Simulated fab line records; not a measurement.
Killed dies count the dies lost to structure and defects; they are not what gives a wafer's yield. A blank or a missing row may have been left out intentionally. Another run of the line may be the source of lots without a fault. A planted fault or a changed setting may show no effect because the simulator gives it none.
Lot-split experiment + flow n5Finfet + 21 wafers read from 7 lots, route of 1938 steps

ON THE SPLIT
At N5_FIN_SAQP_PEB_14 (peb time 60 s), the setting pebTimeS was moved away from the recipe's 60 s on 10 of the 21 wafers read, by -15.3% to +20.6%. All remaining wafers had this setting at the recipe value.

FROM THE SPLIT ON TO THE READING: in between, the file shows 1 step
- N5_FIN_SAQP_DEVELOP_15: develop time 30 s

THE READING
cdNm at N5_FIN_SAQP_CD_MEAS_16, given in nm (cd target 35.6 nm). A value of 35.6 nm with a standard deviation of 0.4 nm is what fault-free wafers of this fab line usually give.

| wafer  | tool, chamber at the split | pebTimeS as run, s | against the recipe | cdNm, nm | against lot-mates on the recipe |
|--------|----------------------------|--------------------|--------------------|----------|---------------------------------|
| L077.2 | lithoTrack-03, 0           | 55.96              | -6.7%              | 36.1     | +0.5                            |
| L077.4 | lithoTrack-03, 0           | 60                 | recipe             | 35.6     | -                               |
| L077.5 | lithoTrack-03, 0           | 55.96              | -6.7%              | 36.7     | +1.1                            |
| L078.1 | lithoTrack-01, 0           | 72.33              | +20.6%             | 33.3     | -2.8                            |
| L078.2 | lithoTrack-01, 0           | 60                 | recipe             | 36.4     | -                               |
| L078.3 | lithoTrack-01, 0           | 60                 | recipe             | 35.7     | -                               |
| L079.2 | lithoTrack-03, 0           | 56.55              | -5.8%              | 36.3     | no lot-mate on the recipe       |
| L079.3 | lithoTrack-03, 0           | 56.55              | -5.8%              | 36.6     | no lot-mate on the recipe       |
| L079.6 | lithoTrack-03, 0           | 56.55              | -5.8%              | 37.0     | no lot-mate on the recipe       |
| L081.3 | lithoTrack-03, 0           | 66.59              | +11.0%             | 33.9     | -1.8                            |
| L081.5 | lithoTrack-03, 0           | 66.59              | +11.0%             | 34.2     | -1.5                            |
| L081.6 | lithoTrack-03, 0           | 60                 | recipe             | 35.7     | -                               |
| L093.1 | lithoTrack-05, 0           | 60                 | recipe             | 35.7     | -                               |
| L093.3 | lithoTrack-05, 0           | 60                 | recipe             | 35.5     | -                               |
| L093.5 | lithoTrack-05, 0           | 60                 | recipe             | 35.6     | -                               |
| L095.1 | lithoTrack-05, 0           | 60                 | recipe             | 36.0     | -                               |
| L095.2 | lithoTrack-05, 0           | 60                 | recipe             | 35.8     | -                               |
| L095.5 | lithoTrack-05, 0           | 60                 | recipe             | 35.4     | -                               |
| L096.1 | lithoTrack-01, 0           | 50.84              | -15.3%             | 38.8     | +2.5                            |
| L096.2 | lithoTrack-01, 0           | 60                 | recipe             | 36.3     | -                               |
| L096.5 | lithoTrack-01, 0           | 50.84              | -15.3%             | 38.1     | +1.8                            |

THE FIT
A straight line over all 21 wafers: cdNm changes by -0.146 nm for each +1% of pebTimeS; r = -0.96; the points scatter about the line by 0.37 nm.
The same after taking each lot's own level away (the mean of its wafers on the recipe; 18 wafers): -0.139 nm for each +1%; r = -0.98; scatter 0.25 nm.
On that fit, the largest move of pebTimeS shifts the reading by 2.8 nm.
Across the lots, their own levels run from 35.60 to 36.30 nm, a range of 1.7 times the standard deviation given above.
The two slopes are in agreement: the lot-to-lot level therefore moves the slope only a little.
Check: -2.95 nm against its lot-mates is what the line predicts for one of the wafers moved furthest among these (+20.6%) when that wafer is left out of the fit. Against them it came out at -2.75 nm.

FURTHER SPLITS ON THESE WAFERS
Other splits were also applied to these wafers ahead of the reading. Each is held against what the fit with the lots' levels taken away leaves over:
| other split on the same wafers          | wafers away from the commonest value | r with cdNm (lot level and that fit taken away) |
|-----------------------------------------|--------------------------------------|-------------------------------------------------|
| N5_WELL_APT_PEB_06 pebTimeS             | 7                                    | +0.38                                           |
| N5_WELL_APT_DEVELOP_07 developTimeS     | 9                                    | -0.29                                           |
| N5_PMOS_HMC_CHANNEL_EPI_HM_DEP_34 timeS | 8                                    | +0.00                                           |
| N5_PMOS_HMC_CHANNEL_EPI_COAT_03 spinRpm | 6                                    | -0.04                                           |

FILE'S OWN FIT
cdNm changes by -0.136 nm for each +1% of pebTimeS, r = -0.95.
